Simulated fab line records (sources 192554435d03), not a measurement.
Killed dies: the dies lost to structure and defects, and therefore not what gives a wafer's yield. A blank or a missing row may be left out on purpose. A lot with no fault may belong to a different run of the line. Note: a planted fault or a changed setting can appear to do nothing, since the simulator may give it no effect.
Which tool is to blame? | flow n5_finfet | 10 lots, 30 wafers sampled, at 2 steps of a route of 1938

## WHAT THE GAUGES READ, wafer by wafer
N5_BEOL_M9_THK_MEAS_01. Usual: M9_ILD_THK typically reads 268 nm, with standard deviation 3.3.
lot  | measured     | on            | M9_ILD_THK (nm) | flag
L425 | day 9 19:34  | film_metro-01 | 268 269 272     |
L424 | day 10 03:03 | film_metro-01 | 265 266 271     |
L431 | day 11 22:10 | film_metro-01 | 265 267 273     |
L436 | day 13 01:19 | film_metro-01 | 264 271 269     |
L437 | day 13 01:07 | film_metro-02 | 262 260 267     |
L438 | day 13 09:08 | film_metro-02 | 265 267 267     |
L439 | day 13 16:30 | film_metro-02 | 266 268 268     |
L444 | day 15 09:22 | film_metro-01 | 267 270 270     |
L446 | day 15 09:56 | film_metro-01 | 263 266 266     |
L447 | day 15 20:37 | film_metro-01 | 262 272 269     |

## TOOL THAT RAN EACH LOT (tool first, then ch and the chambers of the sampled wafers, then the start)
lot  | N5_BEOL_M8_SPUTTER_48
L425 | pvd_sputter-02, day 9 17:51
L424 | pvd_sputter-01, day 10 01:18
L431 | pvd_sputter-03, day 11 19:58
L436 | pvd_sputter-03, day 12 23:14
L437 | pvd_sputter-03, day 12 23:32
L438 | pvd_sputter-03, day 13 07:32
L439 | pvd_sputter-02, day 13 14:28
L444 | pvd_sputter-01, day 15 06:49
L446 | pvd_sputter-03, day 15 08:13
L447 | pvd_sputter-02, day 15 18:55
- N5_BEOL_M8_SPUTTER_48: material Cu, target thk 10 nm, time 1.667 s.

## AS READ BY THE TOOLS THEMSELVES (means over the sampled wafers that have a number; for cases with no such wafer, the mark the record gives instead)
N5_BEOL_M8_SPUTTER_48. Usual: throttle_valve_pct at 29.4 %, with a standard deviation of 1.1.
lot  | tool           | throttle_valve_pct (%) | flag
L425 | pvd_sputter-02 | 30.1                   |
L424 | pvd_sputter-01 | 29.9                   |
L431 | pvd_sputter-03 | 28.5                   |
L436 | pvd_sputter-03 | 29.7                   |
L437 | pvd_sputter-03 | 30.2                   |
L438 | pvd_sputter-03 | 30.0                   |
L439 | pvd_sputter-02 | 29.7                   |
L444 | pvd_sputter-01 | 29.0                   |
L446 | pvd_sputter-03 | 29.7                   |
L447 | pvd_sputter-02 | 29.3                   |

## THE ANSWER, worked out from the rows above alone
Rule: lot off if the mean of its wafers having a number is beyond 3 standard deviations from the usual mean. Also off: a lot with no number at a reading for which 4 or more lots have one. The other lots that the step has rows for count as sound. First the gauges in route order, then the tools' own readings, where a lot's mean is used as printed above. At the first step where some lot is off, the reading lying furthest off is the one used; lots without a number count as furthest.
Nothing can be told from this: no lot is off at any reading shown.

## WHAT THE SIMULATOR HAD PUT IN
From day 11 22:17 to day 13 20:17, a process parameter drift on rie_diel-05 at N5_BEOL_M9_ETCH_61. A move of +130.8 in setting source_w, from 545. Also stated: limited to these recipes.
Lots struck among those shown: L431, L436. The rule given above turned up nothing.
